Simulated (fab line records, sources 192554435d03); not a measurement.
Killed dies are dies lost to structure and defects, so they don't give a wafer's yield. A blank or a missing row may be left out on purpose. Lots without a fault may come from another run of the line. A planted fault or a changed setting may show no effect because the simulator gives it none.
fab line records | flow n5_finfet
record lots=5 wafers=15 last_day=19
route steps=1938 shown SD_EPI_P@319 SD_ACTIVATION@330 ILD0@335 SDB@347 BEOL_M4@1111
lots that met no fault: from a run of the same line without faults
start_h: hours from the record's first day to the start of the lot's first wafer shown | wait_h: hours since the lot's step before | " the same as in the row above | L1.1+2: a row that stands for several wafers | - no value, or no start given | * or withheld: withheld | < > ~ a bound
route shown NAME@n: a module of which the file shows steps, and the number in the route of the first | usual: mean/standard deviation of fault-free wafers | same: alike in all rows | chamber/n: place in a boat | sites: the reading at each site | _std_site: their standard deviation | _edge_site: outer sites' mean less inner sites' | radius_mm: how far each site lies from the wafer's centre | mask NAME#n: copy n | behind: the tool/chamber that last shaped the wafer | hold: why the lot was held/for how many hours/how that ended | device: the transistor (n, p or np) that didn't switch | end of line: the same wafers' tests at the end of the route | a step without rows: its recipe alone | killed: dies lost to structure and defects at the first sort, not the wafer's yield | map: a wafer's dies, x killed, . not, _ none there
set.NAME: the setting as run; set.NAME@STEP: as run at that earlier step | model.NAME: the simulator's own value behind a step, which no gauge read
lots at some steps of the route; a table a step, a row a wafer
## steps
# step N5_SD_EPI_P_PRECLEAN_51
# recipe chemistry=NF3:NH3 afs_cycles=1 temp_c=30 time_s=20 sublimation_temp_c=180 sublimation_time_s=60 pressure_torr=3 rf_power_w=30
# step N5_SD_EPI_P_VAPOR_ETCH_44
# recipe chemistry=NF3/Ar target=SiGe30 temp_c=25 time_s=3.3 mode=isotropic
# step N5_SD_EPI_P_EPI_21
# recipe material=SiGe:B dopant=B temp_c=550 pressure_torr=20 ambient=H2 time_s=355
# step N5_SD_EPI_P_HM_STRIP_48
# recipe chemistry=H3PO4 temp_c=160 material=SiNx target=SiNx target_depth_a=30 overetch_fraction=0.3
# step N5_SD_EPI_P_SRD_49
# recipe dry=ipa_marangoni time_s=30 temp_c=23 rinse_liquid=diw
# step N5_SD_EPI_P_PRECLEAN_24
# recipe chemistry=O3/DIW time_s=45 temp_c=22 o3_ppm=10
# step N5_SD_EPI_P_PRECLEAN_32
# recipe chemistry=dHF time_s=10 dilution=500:1 temp_c=25
# step N5_SD_EPI_P_PRECLEAN_33
# recipe chemistry=SC2 time_s=45 temp_c=35 mix=1:1:50
# step N5_SD_EPI_P_SRD_25
# recipe time_s=30 temp_c=23 rinse_liquid=diw dry=ipa_marangoni
# step N5_SD_ACTIVATION_RTA_00
# recipe temp_c=975 time_s=0 ambient=N2 idle_temp_c=600 ramp_up_c_per_s=150 ramp_down_c_per_s=60 cool_to_c=600
# step N5_SD_ACTIVATION_LSA_01
# recipe temp_c=1080 time_s=0.0008 ambient=N2
# usual wafer_temp_C_max=1085.7/0.96
# same time_s=0.0008
# columns lot.wafer tool chamber start_h wait_h wafer_temp_C_max
L799.4 laser_anneal-01 0 112.63 0.2 1119.3
L799.5 " 0 " " 1120.1
L799.6 " 0 " " 1119.2
L800.2 laser_anneal-01 0 117.16 0.2 1119.8
L800.3 " 0 " " 1119.0
L800.4 " 0 " " 1120.3
L801.2 laser_anneal-01 0 125.77 0.2 1120.8
L801.4 " 0 " " 1120.2
L801.5 " 0 " " 1118.3
L811.2 laser_anneal-01 0 182.28 0.2 1085.8
L811.3 " 0 " " 1084.5
L811.5 " 0 " " 1085.6
L813.2 laser_anneal-01 0 199.93 0.2 1085.7
L813.4 " 0 " " 1085.9
L813.5 " 0 " " 1086.8
# step N5_SD_ACTIVATION_RS_MEAS_03
# recipe thk_meas_gauge=four-point-probe
# usual RS_SD_N=21.90/0.28 RS_SD_P=55.8/0.75
# columns lot.wafer tool chamber start_h wait_h RS_SD_N[ohm/sq] RS_SD_P[ohm/sq]
L799.4 film_metro-02 - 112.82 0.2 18.09 56.2
L799.5 " - " " 18.40 56.2
L799.6 " - " " 18.51 56.6
L800.2 film_metro-01 - 117.37 0.2 18.41 56.2
L800.3 " - " " 18.46 56.4
L800.4 " - " " 18.41 56.6
L801.2 film_metro-02 - 125.96 0.2 18.26 56.3
L801.4 " - " " 18.68 57.4
L801.5 " - " " 18.42 56.2
L811.2 film_metro-02 - 182.47 0.2 21.77 55.3
L811.3 " - " " 22.01 56.0
L811.5 " - " " 22.19 55.2
L813.2 film_metro-02 - 200.12 0.2 22.16 55.3
L813.4 " - " " 22.20 54.9
L813.5 " - " " 22.46 55.7
# step N5_ILD0_LINER_00
# recipe material=SiNx target_thk_a=40 temp_c=400 ald_precursor_family=SiH2I2 ald_co_reactant=N2/H2-plasma pulse_time_s=1 purge_time_s=2 co_reactant_purge_time_s=2 ald_cycles=80 pressure_torr=2
# step N5_ILD0_FCVD_FILL_01
# recipe material=SiO2_flowable target_thk_a=2000 temp_c=100 pressure_torr=0.8 rf_w=2000 time_s=328.3
# step N5_ILD0_CURE_02
# recipe temp_c=450 time_s=1800 ambient=steam idle_temp_c=400 ramp_up_c_per_min=5 ramp_down_c_per_min=3 densification_p_h2o_torr=640
# step N5_ILD0_CMP_03
# recipe stop_on=SiNx t_overpolish_s=1.9 post_cmp_clean=alkaline_brush down_force_psi=4.1491 platen_rpm=51.796 pad_velocity_m_s=1.0306 target_thk_nm=197.38
# step N5_ILD0_CMP_07
# recipe stop_on=poly-Si material=SiO2_flowable t_overpolish_s=1.18 post_cmp_clean=alkaline_brush down_force_psi=4.1491 platen_rpm=51.796 pad_velocity_m_s=1.0306 target_thk_nm=138.88
# step N5_ILD0_PRECLEAN_10
# recipe chemistry=NF3:NH3 afs_cycles=5 time_s=20 temp_c=30 sublimation_temp_c=180 sublimation_time_s=60 pressure_torr=3 rf_power_w=30
# step N5_ILD0_ALD_15
# recipe material=SiNx target_thk_a=240 temp_c=400 ald_precursor_family=SiH2I2 ald_co_reactant=N2/H2-plasma pulse_time_s=1 ald_cycles=480 purge_time_s=2 co_reactant_purge_time_s=2 pressure_torr=2
# step N5_ILD0_CMP_12
# recipe stop_on=poly-Si material=SiNx t_overpolish_s=6 post_cmp_clean=alkaline_brush down_force_psi=2.5 platen_rpm=51.8 pad_velocity_m_s=1.0307 target_thk_nm=17.67
# step N5_SDB_HM_DEP_00
# recipe material=SiNx target_thk_a=400 temp_c=400 precursor=SiH4/NH3/N2 pressure_torr=1.5 rf_w=300 time_s=35.3
# step N5_SDB_COAT_03
# recipe resist=SOC temp_c=250 time_s=60 spin_rpm=1500 resist_thk_nm=100
# step N5_SDB_COAT_04
# recipe resist=SiARC temp_c=220 time_s=60 spin_rpm=1500 resist_thk_nm=18
# step N5_SDB_COAT_05
# recipe resist=CAR-ArF spin_rpm=1500 resist_thk_nm=90
# step N5_SDB_EBR_07
# recipe solvent=PGMEA ebr_width_mm=1.5
# step N5_SDB_SOFTBAKE_06
# recipe temp_c=110 time_s=60 resist=CAR-ArF
# step N5_SDB_EXPOSE_08
# recipe mask_id=SDB na=1.35 source_shape=conventional sigma_outer=0.5 polarization=unpolarized dose_mj=49.6
# step N5_SDB_PEB_09
# recipe peb_temp_c=withheld peb_time_s=60 resist=CAR-ArF
# step N5_SDB_DEVELOP_10
# recipe develop_time_s=30 developer=TMAH resist=CAR-ArF rinse_liquid=diw dry=air_spin dev_temp_c=23
# step N5_SDB_DESCUM_16
# recipe chemistry=O2 time_s=7.9 source_power_w=50 bias_power_w=20 pressure_mtorr=20 rf_frequency_hz=2.712e+07 temp_c=40 resist=CAR-ArF o2_flow_sccm=225
# step N5_SDB_ETCH_17
# recipe chemistry=CF4 target=SiARC target_depth_a=234 mask_material=CAR-ArF time_s=39 ion_energy_ev=80 pressure_mtorr=40 source_w=545 bias_w=36 Ar_flow_sccm=100 cf4_flow_sccm=100 ends=cleared
# step N5_BEOL_M4_RC_MEAS_101
# usual DIBL_N=36.0/1.6 DIBL_P=35.8/2 IOFF_N=0.152/0.03 IOFF_P=0.20/0.031 IOFF_P_LONG=0.000102/7.5e-06 ION_N=670/12 ION_P=459/7.4 RC_DENSE_N=19.1/0.43 RC_N=15.6/0.35 REXT_N=75.1/1.6 RS_SD_N=28.4/0.36 SS_N=71.5/0.56 SS_P=73.2/0.64 VT_N=251/3.5 VT_P=-252/3.3
# columns lot.wafer tool chamber start_h wait_h DIBL_N[mV/V] DIBL_P[mV/V] IOFF_N[nA/um] IOFF_P[nA/um] IOFF_P_LONG[nA/um] ION_N[uA/um] ION_P[uA/um] RC_DENSE_N[ohm.um] RC_N[ohm.um] REXT_N[ohm.um] RS_SD_N[ohm/sq] SS_N[mV/dec] SS_P[mV/dec] VT_N[mV] VT_P[mV]
L799.4 prober-01 0 247.48 0.5 33.8 35.2 0.123 0.18 0.000231 675 453 15.8 13.0 69.9 24.0 71.5 72.9 252 -253
L799.5 " 0 " " 36.8 38.4 0.172 0.25 0.000223 688 464 16.3 13.3 70.6 24.4 71.9 74.8 248 -248
L799.6 " 0 " " 35.9 37.5 0.150 0.21 0.000231 673 451 16.0 13.1 69.6 24.3 71.3 73.6 250 -253
L800.2 prober-02 0 252.90 0.2 35.2 36.1 0.129 0.18 0.000208 673 449 15.9 12.9 68.8 24.4 71.6 73.3 250 -257
L800.3 " 0 " " 35.3 36.1 0.133 0.17 0.000211 671 445 16.0 13.0 69.5 24.5 71.0 73.0 250 -257
L800.4 " 0 " " 36.3 38.2 0.152 0.20 0.000229 675 447 16.4 13.3 69.8 24.2 72.2 74.2 249 -254
L801.2 prober-01 0 275.76 0.2 36.4 36.3 0.146 0.20 0.000207 682 454 16.5 13.4 66.7 24.4 71.4 73.6 251 -254
L801.4 " 0 " " 36.5 36.4 0.134 0.19 0.000231 665 446 15.8 13.0 65.5 24.5 71.3 73.2 256 -257
L801.5 " 0 " " 37.6 36.6 0.154 0.20 0.000214 666 444 16.1 13.2 65.5 24.2 71.1 73.6 253 -255
L811.2 prober-02 0 316.10 0.2 34.0 34.0 0.109 0.15 9.3e-05 661 451 18.8 15.4 75.2 28.4 70.5 72.5 257 -254
L811.3 " 0 " " 36.6 36.9 0.150 0.18 9.5e-05 665 454 18.8 15.4 74.4 28.7 70.7 73.3 252 -254
L811.5 " 0 " " 33.0 33.0 0.098 0.14 9.9e-05 648 449 18.7 15.2 74.6 29.3 70.2 72.2 253 -256
L813.2 prober-02 0 347.50 0.2 35.4 35.4 0.139 0.17 9.5e-05 673 456 19.2 15.7 75.9 28.2 71.5 73.4 251 -254
L813.4 " 0 " " 36.3 36.9 0.164 0.20 9.5e-05 669 458 19.4 15.7 76.6 29.0 72.8 73.4 249 -254
L813.5 " 0 " " 34.5 35.0 0.131 0.18 9.7e-05 656 457 19.2 15.7 76.7 28.5 71.9 72.6 251 -253
## key
first_sign step=N5_SD_ACTIVATION_LSA_01 reading=wafer_temp_C_max direction=up sigmas=36 usual=* struck=*
effect step=N5_SD_ACTIVATION_RS_MEAS_03 reading=RS_SD_N direction=down sigmas=13 usual=21.90 struck=18.40
effect step=N5_BEOL_M4_RC_MEAS_101 reading=IOFF_P_LONG direction=up sigmas=16 usual=0.000102 struck=0.000221
effect step=N5_BEOL_M4_RC_MEAS_101 reading=RS_SD_N direction=down sigmas=11 usual=28.4 struck=24.3
effect step=N5_BEOL_M4_RC_MEAS_101 reading=RC_DENSE_N direction=down sigmas=7 usual=19.1 struck=16.1
effect step=N5_BEOL_M4_RC_MEAS_101 reading=RC_N direction=down sigmas=6.9 usual=15.6 struck=13.1
effect step=N5_BEOL_M4_RC_MEAS_101 reading=REXT_N direction=down sigmas=4.3 usual=75.1 struck=68.4
met_at N5_SD_ACTIVATION_LSA_01
struck_wafers L799.4,L799.5,L799.6,L800.2,L800.3,L800.4,L801.2,L801.4,L801.5
baseline_loss step=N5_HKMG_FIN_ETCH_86 wafers=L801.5
fault kind=process_parameter_drift tool=laser_anneal-01 chamber=- onset_h=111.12 steps=N5_SD_ACTIVATION_LSA_01 channel=temp_c offset=* shape=step end_h=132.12 stated=*
# baseline_loss: these wafers lose ten dies or more at that step, a loss of the line's own and not of a fault; the sort's usual values leave them out
